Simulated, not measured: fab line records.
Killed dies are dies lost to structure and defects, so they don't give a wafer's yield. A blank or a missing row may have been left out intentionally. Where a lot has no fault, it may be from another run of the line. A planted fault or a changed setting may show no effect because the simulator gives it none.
Chamber matching | flow n5Finfet | aldSin-01 running N5_MOL_CONTACT_COAG_ALD_123: 4 sister chambers
The step deposits SiNx, target thk 5 nm, pulse time 1 s, purge time 2 s. 4 wafers are shown with their chamber, then 8 later ones without.

== WAFERS PAIRED WITH THEIR CHAMBERS ==
wafer  | chamber | heaterPowerW (W)
L082.3 | 1       | 784
L083.1 | 3       | 862
L089.1 | 2       | 970
L090.1 | 0       | 888

== WAFERS WHOSE CHAMBER IS MISSING ==
wafer  | heaterPowerW (W)
L090.2 | 755
L090.5 | 851
L091.3 | 862
L091.4 | 854
L091.6 | 845
L097.3 | 893
L097.4 | 885
L097.6 | 784

== WHICH CHAMBER EACH ONE RAN IN ==
wafer  | from the rows above     | in truth
L090.2 | 1                       | 1
L090.5 | 3                       | 3
L091.3 | 3                       | 3
L091.4 | 3                       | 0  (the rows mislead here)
L091.6 | 3                       | 3
L097.3 | 0                       | 0
L097.4 | can't be placed: 0 or 3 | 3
L097.6 | 1                       | 1
6 of 8 placed correctly. Unplaceable from these rows: 1, with the true chamber sitting among the candidates in 1. 1 placed wrongly.
How it was worked out, from the rows above alone: a wafer's distance from a chamber is the root of the sum, over the readings, of the square of ((its reading less the chamber's mean) divided by the reading's scatter). The wafer belongs to the nearest chamber; if the next one is less than 2 further off, it can't be placed. For every chamber, the mean is computed from those of its wafers that are shown. The scatter: with one shown wafer a chamber, the root of the mean of the squares of how far each hidden wafer lies from its nearest shown one.
